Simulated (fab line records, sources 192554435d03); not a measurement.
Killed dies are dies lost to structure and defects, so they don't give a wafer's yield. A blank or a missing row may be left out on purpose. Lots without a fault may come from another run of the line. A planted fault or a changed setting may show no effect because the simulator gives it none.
Split-lot experiment | flow n5_finfet | 7 lots, 21 wafers read, on a route of 1938 steps

THE SPLIT
At N5_BEOL_M12_ETCH_68 (etches SOC in N2/H2, time 285 s), the setting time_s was moved away from the recipe's 285 s on 8 of the 21 wafers read, by -17.1% to +22.4%. The other wafers ran this setting at the recipe's value.

The reading is taken at the split's own step.

THE READING
SiARC_of_BEOL_M12_COAT_66.thk_nm (the simulator's own value, which no gauge read), in nm, at N5_BEOL_M12_ETCH_68 (etches SOC in N2/H2, time 285 s). The file gives no usual value for it. The 13 wafers here that ran the recipe average 85.8 nm, standard deviation 0.48 nm.

wafer  | tool, chamber at the split | time_s as run, s | against the recipe | SiARC_of_BEOL_M12_COAT_66.thk_nm, nm | against lot-mates on the recipe
L080.2 | rie_diel-02, 2             | 301.1            | +5.6%              | 84                                   | -1.4
L080.3 | rie_diel-02, 0             | 285              | recipe             | 85.4                                 | -
L080.4 | rie_diel-02, 3             | 301.1            | +5.6%              | 84.8                                 | -0.6
L085.3 | rie_diel-01, 2             | 285              | recipe             | 85.2                                 | -
L085.5 | rie_diel-01, 2             | 285              | recipe             | 85                                   | -
L085.6 | rie_diel-01, 1             | 285              | recipe             | 85.8                                 | -
L088.2 | rie_diel-03, 0             | 348.7            | +22.4%             | 80.6                                 | -5.9
L088.3 | rie_diel-03, 2             | 285              | recipe             | 86.6                                 | -
L088.5 | rie_diel-03, 0             | 285              | recipe             | 86.4                                 | -
L089.3 | rie_diel-03, 0,1           | 346.2            | +21.5%             | 80.6                                 | -5.6
L089.6 | rie_diel-03, 0,1           | 346.2            | +21.5%             | 80.6                                 | -5.6
L089.4 | rie_diel-03, 2             | 285              | recipe             | 86.2                                 | -
L091.2 | rie_diel-02, 1             | 285              | recipe             | 85.4                                 | -
L091.5 | rie_diel-02, 1             | 285              | recipe             | 86                                   | -
L091.6 | rie_diel-02, 3             | 285              | recipe             | 86.4                                 | -
L090.1 | rie_diel-03, 2             | 345.6            | +21.3%             | 80.4                                 | -5.4
L090.4 | rie_diel-03, 1             | 285              | recipe             | 85.8                                 | -
L090.5 | rie_diel-03, 1             | 345.6            | +21.3%             | 80.8                                 | -5.0
L095.1 | rie_diel-02, 3             | 236.3            | -17.1%             | 90                                   | +4.2
L095.2 | rie_diel-02, 0             | 285              | recipe             | 86                                   | -
L095.4 | rie_diel-02, 1             | 285              | recipe             | 85.6                                 | -
Where a row lists several chambers, the file gives one row for several wafers and doesn't say which wafer went through which chamber.

THE FIT
A straight line over all 21 wafers: SiARC_of_BEOL_M12_COAT_66.thk_nm changes by -0.243 nm for each +1% of time_s; r = -0.99; the points scatter about the line by 0.42 nm.
The same after taking each lot's own level away (the mean of its wafers on the recipe; 21 wafers): -0.253 nm for each +1%; r = -0.99; scatter 0.32 nm.
On that fit, the largest move of time_s shifts the reading by 5.7 nm.
The lots' own levels span 85.33 to 86.50 nm, that is 2.5 times the standard deviation above.
So the lot-to-lot level changes the slope little: the two slopes agree.
Check: with one of the wafers moved furthest among these (+22.4%) left out of the fit, the line predicts -5.57 nm for it against its lot-mates. It came out at -5.9 nm against them.

OTHER SPLITS ON THESE WAFERS
These wafers also went through other splits before the reading. Each is held against what the fit with the lots' levels taken away leaves over:
other split on the same wafers | wafers away from the commonest value | r with SiARC_of_BEOL_M12_COAT_66.thk_nm (lot level and that fit taken away)
N5_BEOL_M9_COAT_64 spin_rpm    | 6                                    | -0.08
N5_BEOL_M9_COAT_75 time_s      | 5                                    | +0.02
N5_BEOL_M10_COAT_05 spin_rpm   | 8                                    | -0.03
N5_BEOL_M10_ETCH_62 time_s     | 2                                    | -0.06
N5_BEOL_M11_DESCUM_16 time_s   | 7                                    | +0.02
N5_BEOL_M11_ETCH_62 time_s     | 5                                    | -0.28
N5_BEOL_M11_ETCH_66 time_s     | 8                                    | +0.24
N5_BEOL_M11_ETCH_41 time_s     | 9                                    | -0.01

THE FILE'S OWN FIT
SiARC_of_BEOL_M12_COAT_66.thk_nm changes by -0.253 nm for each +1% of time_s, r = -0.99.
